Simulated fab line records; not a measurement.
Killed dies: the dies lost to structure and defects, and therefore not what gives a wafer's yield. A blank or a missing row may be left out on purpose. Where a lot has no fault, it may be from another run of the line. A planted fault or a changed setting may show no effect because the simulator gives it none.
What tool caused it? + flow n5_finfet + 11 lots, 33 wafers sampled, at 4 steps of a route of 1938

== WHAT THE GAUGES READ, wafer by wafer ==
N5_BEOL_M1_OVL_MEAS_29.
| lot  | measured     | on         | V0_OVL (nm)    |
|------|--------------|------------|----------------|
| L075 | day 6 09:59  | overlay-01 | 0.0 0.0 -0.1   |
| L078 | day 7 01:48  | overlay-01 | -1.5 0.3 -1.1  |
| L080 | day 7 13:32  | overlay-01 | -0.6 -0.7 -0.6 |
| L083 | day 8 13:04  | overlay-01 | -0.7 -1.3 -0.4 |
| L085 | day 8 19:45  | overlay-02 | -1.0 -0.6 -0.7 |
| L087 | day 9 07:53  | overlay-01 | 0.1 0.1 -0.5   |
| L089 | day 9 21:29  | overlay-02 | -0.4 0.7 1.0   |
| L091 | day 10 15:59 | overlay-02 | -0.8 -1.2 -1.2 |
| L093 | day 11 02:32 | overlay-01 | -0.8 -0.9 -1.4 |
| L095 | day 11 09:23 | overlay-01 | -0.8 0.1 0.1   |
| L097 | day 12 11:02 | overlay-01 | 0.6 0.0 -0.2   |

== WHAT TOOL EACH LOT RAN ON (gives the tool, then ch and the chambers of the sampled wafers, and finally the start) ==
| lot  | N5_BEOL_M0_CO_CAP_123            | N5_BEOL_M1_ETCH_74                 | N5_BEOL_M1_ETCH_63                 |
|------|----------------------------------|------------------------------------|------------------------------------|
| L075 | cvd_co-02 ch 0,2, day 6 08:03    | rie_diel-01 ch 1,2,3, day 6 09:04  | rie_diel-01 ch 1,2,3, day 6 09:05  |
| L078 | cvd_co-01 ch 0,1,2, day 6 23:32  | rie_diel-01 ch 0,1, day 7 00:56    | rie_diel-01 ch 0,1, day 7 00:57    |
| L080 | cvd_co-01 ch 0,1,2, day 7 11:34  | rie_diel-02 ch 0,1,3, day 7 12:40  | rie_diel-02 ch 0,1,3, day 7 12:41  |
| L083 | cvd_co-01 ch 1,2, day 8 09:42    | rie_diel-01 ch 0,1, day 8 12:16    | rie_diel-01 ch 0,1, day 8 12:17    |
| L085 | cvd_co-01 ch 1,2, day 8 17:28    | rie_diel-02 ch 0,3, day 8 18:54    | rie_diel-02 ch 0,3, day 8 18:55    |
| L087 | cvd_co-01 ch 0,1, day 9 05:57    | rie_diel-02 ch 1,2, day 9 07:01    | rie_diel-02 ch 1,2, day 9 07:02    |
| L089 | cvd_co-02 ch 0,1,2, day 9 17:43  | rie_diel-01 ch 0,2, day 9 20:42    | rie_diel-01 ch 0,2, day 9 20:43    |
| L091 | cvd_co-02 ch 0,1,2, day 10 13:40 | rie_diel-02 ch 2,3, day 10 15:15   | rie_diel-02 ch 2,3, day 10 15:16   |
| L093 | cvd_co-02 ch 0,1, day 10 23:23   | rie_diel-02 ch 0,1,3, day 11 01:44 | rie_diel-02 ch 0,1,3, day 11 01:44 |
| L095 | cvd_co-01 ch 0,1,2, day 11 06:35 | rie_diel-04 ch 0,2,3, day 11 08:38 | rie_diel-04 ch 0,2,3, day 11 08:39 |
| L097 | cvd_co-01 ch 0,1, day 12 07:41   | rie_diel-02 ch 2,3, day 12 10:17   | rie_diel-02 ch 2,3, day 12 10:19   |
- N5_BEOL_M0_CO_CAP_123: material Co, precursor CCTBA/H2, target thk 2 nm, time 102.1 s.
- N5_BEOL_M1_ETCH_74: etches underlayer in N2/H2, target depth 6.5 nm, time 5.2 s.
- N5_BEOL_M1_ETCH_63: etches SiARC in CF4, target depth 15.6 nm, time 26 s.

== THE ANSWER, worked out from the rows above alone ==
Rule: the lots themselves supply what counts as usual. The widest of any qualifying gaps counts: lots, ordered by their means at a reading, are off when they make up no more than a third of the lots, leave a main group of 4 or more, and stand apart from it by 3 or more times the standard deviation of that group's means. A main group whose means are all the same, to the digits that the tables above print for the reading, isn't used. Also off: a lot with no number at a reading for which 4 or more lots have one. Any other lot the step has rows for is counted as sound.
No lot is off at any reading shown: from this, nothing can be told.

== WHAT WAS PUT IN BY THE SIMULATOR ==
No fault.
